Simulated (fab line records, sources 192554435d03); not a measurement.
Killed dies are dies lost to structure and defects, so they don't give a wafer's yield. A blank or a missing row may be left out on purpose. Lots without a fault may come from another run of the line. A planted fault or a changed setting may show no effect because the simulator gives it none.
Split-lot experiment | flow n5_finfet | 7 lots, 21 wafers read, on a route of 1938 steps

THE SPLIT
At N5_BEOL_M10_TRENCH_ETCH_37 (etches SiCOH lowk in C4F6/O2, target depth 148.83 nm, time 48 s), the setting bias_w was moved away from the recipe's 185 W on 7 of the 21 wafers read, by -15.6% to +17.8%. The other wafers ran this setting at the recipe's value.

The reading is taken at the split's own step.

THE READING
rf_vpp_V, in V, at N5_BEOL_M10_TRENCH_ETCH_37 (etches SiCOH lowk in C4F6/O2, target depth 148.83 nm, time 48 s). Fault-free wafers of this fab line usually give 664 V, standard deviation 12 V.

wafer  | tool, chamber at the split | bias_w as run, W | against the recipe | rf_vpp_V, V | against lot-mates on the recipe
L075.2 | rie_diel-02, 2             | 156.1            | -15.6%             | 578         | -87
L075.5 | rie_diel-02, 3             | 185              | recipe             | 655         | -
L075.6 | rie_diel-02, 0             | 185              | recipe             | 675         | -
L081.1 | rie_diel-02, 3             | 217.9            | +17.8%             | 744         | +71
L081.2 | rie_diel-02, 0             | 217.9            | +17.8%             | 767         | +94
L081.5 | rie_diel-02, 0             | 185              | recipe             | 673         | -
L086.2 | rie_diel-03, 1             | 185              | recipe             | 664         | -
L086.3 | rie_diel-03, 3             | 185              | recipe             | 678         | -
L086.6 | rie_diel-03, 2             | 185              | recipe             | 641         | -
L084.2 | rie_diel-03, 3             | 185              | recipe             | 678         | -
L084.3 | rie_diel-03, 1             | 185              | recipe             | 664         | -
L084.6 | rie_diel-03, 0             | 185              | recipe             | 659         | -
L091.2 | rie_diel-02, 0             | 207.9            | +12.4%             | 738         | no lot-mate on the recipe
L091.3 | rie_diel-02, 3             | 207.9            | +12.4%             | 717         | no lot-mate on the recipe
L091.5 | rie_diel-02, 0             | 207.9            | +12.4%             | 738         | no lot-mate on the recipe
L090.2 | rie_diel-02, 1             | 185              | recipe             | 656         | -
L090.5 | rie_diel-02, 0             | 215.7            | +16.6%             | 761         | +104
L090.6 | rie_diel-02, 1             | 185              | recipe             | 659         | -
L097.1 | rie_diel-03, 3             | 185              | recipe             | 678         | -
L097.2 | rie_diel-03, 2             | 185              | recipe             | 653         | -
L097.4 | rie_diel-03, 2             | 185              | recipe             | 653         | -

THE FIT
A straight line over all 21 wafers: rf_vpp_V changes by +5.43 V for each +1% of bias_w; r = +0.97; the points scatter about the line by 11 V.
The same after taking each lot's own level away (the mean of its wafers on the recipe; 18 wafers): +5.24 V for each +1%; r = +0.96; scatter 12 V.
On that fit, the largest move of bias_w shifts the reading by 93 V.
The lots' own levels span 657.5 to 673.0 V, that is 1.3 times the standard deviation above.
So the lot-to-lot level changes the slope little: the two slopes agree.
Check: with one of the wafers moved furthest among these (+17.8%) left out of the fit, the line predicts +101 V for it against its lot-mates. It came out at +71 V against them.
Tool readings at the split's step, against how far the setting was moved: rf_vpp_V r = +0.97.

THE FILE'S OWN FIT
rf_vpp_V changes by +5.44 V for each +1% of bias_w, r = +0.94.
